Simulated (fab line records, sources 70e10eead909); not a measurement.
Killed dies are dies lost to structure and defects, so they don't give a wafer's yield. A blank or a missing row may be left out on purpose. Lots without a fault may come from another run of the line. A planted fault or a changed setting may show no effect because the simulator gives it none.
Which tool did it? | flow nand_harc | 13 lots, 39 wafers sampled, at 4 steps of a route of 1159

WHAT THE GAUGES READ, wafer by wafer
The record holds no reading of a measuring or inspecting step that can be judged against a usual standard deviation.

WHICH TOOL RAN EACH LOT (tool, then ch and the chambers of the sampled wafers, then the start)
lot  | NHARC_A_CONTACT_STRIP_55                      | NHARC_A_CONTACT_DEP_57        | NHARC_A_CONTACT_ETCH_75            | NHARC_A_CONTACT_ETCH_127
L565 | rie_diel-01 ch 0,2,3, day 16 19:25 or earlier | acl_dep-01 ch 0, day 16 19:25 | rie_diel-13 ch 0,1,3, day 16 22:10 | har_cap_etch-01 ch 0,1, day 16 23:42
L566 | rie_diel-13 ch 0,2,3, day 16 21:27 or earlier | acl_dep-01 ch 0, day 16 21:27 | rie_diel-13 ch 1,2,3, day 16 23:47 | har_cap_etch-03 ch 0,1, day 17 01:20
L564 | rie_diel-05 ch 1,2,3, day 17 01:08 or earlier | acl_dep-01 ch 0, day 17 01:08 | rie_diel-13 ch 0,2, day 17 03:53   | har_cap_etch-02 ch 0,1, day 17 06:55
L569 | rie_diel-05 ch 0,2,3, day 17 10:46 or earlier | acl_dep-03 ch 0, day 17 10:46 | rie_diel-05 ch 1,2,3, day 17 13:30 | har_cap_etch-02 ch 0,1, day 17 15:02
L573 | rie_diel-05 ch 1,2, day 19 02:34 or earlier   | acl_dep-01 ch 0, day 19 02:34 | rie_diel-01 ch 0,1,2, day 19 04:48 | har_cap_etch-01 ch 0,1, day 19 06:22
L574 | rie_diel-05 ch 1,2, day 20 07:38 or earlier   | acl_dep-01 ch 0, day 20 07:38 | rie_diel-13 ch 0,1,3, day 20 10:27 | har_cap_etch-03 ch 0,1, day 20 12:13
L578 | rie_diel-01 ch 0,1,3, day 20 11:44 or earlier | acl_dep-03 ch 0, day 20 11:44 | rie_diel-05 ch 2,3, day 20 14:19   | har_cap_etch-01 ch 0,1, day 20 15:55
L581 | rie_diel-01 ch 1,2, day 20 18:10 or earlier   | acl_dep-03 ch 0, day 20 18:10 | rie_diel-01 ch 0,2,3, day 20 21:02 | har_cap_etch-03 ch 0,1, day 20 22:34
L579 | rie_diel-13 ch 0,1,3, day 21 02:05 or earlier | acl_dep-02 ch 0, day 21 02:05 | rie_diel-05 ch 0,2,3, day 21 04:40 | har_cap_etch-03 ch 0,1, day 21 06:13
L583 | rie_diel-13 ch 0,1,2, day 21 12:02 or earlier | acl_dep-03 ch 0, day 21 12:02 | rie_diel-05 ch 0,1,2, day 21 14:52 | har_cap_etch-01 ch 0,1, day 21 16:28
L582 | rie_diel-13 ch 0,2,3, day 21 13:20 or earlier | acl_dep-02 ch 0, day 21 13:20 | rie_diel-05 ch 0,2,3, day 21 15:53 | har_cap_etch-03 ch 0,1, day 21 17:55
L584 | rie_diel-05 ch 2,3, day 21 19:22 or earlier   | acl_dep-03 ch 0, day 21 19:22 | rie_diel-01 ch 1,2, day 21 22:01   | har_cap_etch-01 ch 0,1, day 22 00:55
L585 | rie_diel-13 ch 0,1,3, day 22 02:38 or earlier | acl_dep-01 ch 0, day 22 02:38 | rie_diel-05 ch 0,1,3, day 22 05:40 | har_cap_etch-01 ch 0,1, day 22 07:10
- NHARC_A_CONTACT_STRIP_55: strips in O2.
- NHARC_A_CONTACT_DEP_57: deposits aC, target thk 2800 nm.
- NHARC_A_CONTACT_ETCH_75: etches the open film in CF4, target depth 39 nm, time 65 s.
- NHARC_A_CONTACT_ETCH_127: etches the open film in C4F8/O2/Ar, time 155 s, target depth 956 nm.

WHAT THE TOOLS THEMSELVES READ (means of the sampled wafers that have a number; where no wafer has one, the mark that the record gives instead)
NHARC_A_CONTACT_STRIP_55. Usual: drypump_motor_current_A 5.6 A, standard deviation 0.57; oes_product_au 1.000 a.u., standard deviation 0.0068; rf_vpp_V 57.7 V, standard deviation 0.94; showerhead_plenum_p_Torr 3.50 Torr, standard deviation 0.13; throttle_valve_pct 17.037 %, standard deviation 0.0082.
lot  | tool        | drypump_motor_current_A (A) | oes_product_au (a.u.) | rf_vpp_V (V) | showerhead_plenum_p_Torr (Torr) | throttle_valve_pct (%) | flag
L565 | rie_diel-01 | 6.1                         | 0.993                 | 58.3         | 3.53                            | 17.031                 |
L566 | rie_diel-13 | 5.7                         | 1.004                 | 58.1         | 3.36                            | 17.033                 |
L564 | rie_diel-05 | 5.3                         | 1.005                 | 57.6         | 3.46                            | 17.046                 |
L569 | rie_diel-05 | 5.2                         | 1.005                 | 57.4         | 3.48                            | 17.036                 |
L573 | rie_diel-05 | 5.2                         | 1.003                 | 57.1         | 3.47                            | 17.042                 |
L574 | rie_diel-05 | 5.2                         | 1.004                 | 57.5         | 3.47                            | 17.035                 |
L578 | rie_diel-01 | 5.7                         | 0.999                 | 57.9         | 3.59                            | 17.038                 |
L581 | rie_diel-01 | 5.5                         | 0.999                 | 57.1         | 3.58                            | 17.040                 |
L579 | rie_diel-13 | 5.8                         | 1.006                 | 58.0         | 3.66                            | 17.041                 |
L583 | rie_diel-13 | 6.1                         | 1.005                 | 56.9         | 3.53                            | 17.027                 |
L582 | rie_diel-13 | 5.7                         | 1.006                 | 58.1         | 3.53                            | 17.039                 |
L584 | rie_diel-05 | 4.8                         | 0.999                 | 57.6         | 3.49                            | 17.038                 |
L585 | rie_diel-13 | 5.7                         | 0.995                 | 58.6         | 3.66                            | 17.038                 |

NHARC_A_CONTACT_DEP_57. Usual: throttle_valve_pct 35.000 %, standard deviation 0.0096.
lot  | tool       | throttle_valve_pct (%) | flag
L565 | acl_dep-01 | 35.010                 |
L566 | acl_dep-01 | 34.991                 |
L564 | acl_dep-01 | 34.998                 |
L569 | acl_dep-03 | 34.997                 |
L573 | acl_dep-01 | 34.998                 |
L574 | acl_dep-01 | 35.001                 |
L578 | acl_dep-03 | 35.000                 |
L581 | acl_dep-03 | 35.003                 |
L579 | acl_dep-02 | 35.005                 |
L583 | acl_dep-03 | 35.011                 |
L582 | acl_dep-02 | 35.000                 |
L584 | acl_dep-03 | 35.000                 |
L585 | acl_dep-01 | 35.002                 |

NHARC_A_CONTACT_ETCH_75. Usual: drypump_motor_current_A 5.7 A, standard deviation 0.57; oes_product_au 1.001 a.u., standard deviation 0.0075; rf_vpp_V 150.9 V, standard deviation 1.3; showerhead_plenum_p_Torr 1.74 Torr, standard deviation 0.071; throttle_valve_pct 13.283 %, standard deviation 0.0088.
lot  | tool        | drypump_motor_current_A (A) | oes_product_au (a.u.) | rf_vpp_V (V) | showerhead_plenum_p_Torr (Torr) | throttle_valve_pct (%) | flag
L565 | rie_diel-13 | 5.7                         | 1.006                 | 149.5        | 1.66                            | 13.289                 |
L566 | rie_diel-13 | 6.0                         | 0.999                 | 149.0        | 1.67                            | 13.274                 |
L564 | rie_diel-13 | 5.7                         | 1.003                 | 150.7        | 1.71                            | 13.287                 |
L569 | rie_diel-05 | 5.3                         | 1.006                 | 151.2        | 1.74                            | 13.290                 |
L573 | rie_diel-01 | 5.9                         | 0.999                 | 152.5        | 1.79                            | 13.282                 |
L574 | rie_diel-13 | 5.7                         | 0.956                 | 153.2        | 1.84                            | 13.281                 | OFF
L578 | rie_diel-05 | 4.8                         | 1.004                 | 150.8        | 1.76                            | 13.280                 |
L581 | rie_diel-01 | 6.1                         | 0.996                 | 151.2        | 1.76                            | 13.288                 |
L579 | rie_diel-05 | 5.2                         | 1.002                 | 151.1        | 1.74                            | 13.274                 |
L583 | rie_diel-05 | 5.5                         | 0.996                 | 151.4        | 1.72                            | 13.285                 |
L582 | rie_diel-05 | 5.2                         | 1.000                 | 151.2        | 1.74                            | 13.280                 |
L584 | rie_diel-01 | 5.5                         | 0.997                 | 151.9        | 1.79                            | 13.278                 |
L585 | rie_diel-05 | 5.6                         | 0.995                 | 150.1        | 1.72                            | 13.281                 |

THE ANSWER, worked out from the rows above alone
Rule: a lot is off if the mean of its wafers that have a number lies more than 3 standard deviations from the usual mean. A lot without any number at a reading at which 4 lots or more have one is off too. The other lots that the step has rows for count as sound. The gauges are gone through in route order, then the tools' own readings, and for those a lot's mean is taken as printed above. The first step at which some lot is off is used, and at that step the reading that is off furthest; a lot without a number counts as furthest.
Off: L574, at NHARC_A_CONTACT_ETCH_75 (oes_product_au).
A tool fits if, at that step or a process step before it, it ran every lot that is off, and no sound lot after the first of them. NHARC_A_CONTACT_STRIP_55 gives no start for some lots, so the hours and the order of its lots are those of NHARC_A_CONTACT_DEP_57. One fits: rie_diel-13 at NHARC_A_CONTACT_ETCH_75. Its last sound lot is L564 (day 17 03:53), its first lot that is off L574 (day 20 10:27): a fault that began between those two fits.
The tool's own readings at NHARC_A_CONTACT_ETCH_75 bear it out: on the lots that are off they differ by more than 5 times the standard deviation of the sound lots' means. oes_product_au reads 0.956 a.u. there against 1.000 a.u. on the sound lots.

WHAT THE SIMULATOR HAD PUT IN
Process parameter drift: rie_diel-13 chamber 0, from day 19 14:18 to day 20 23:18, at NHARC_A_CONTACT_ETCH_75. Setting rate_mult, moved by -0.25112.
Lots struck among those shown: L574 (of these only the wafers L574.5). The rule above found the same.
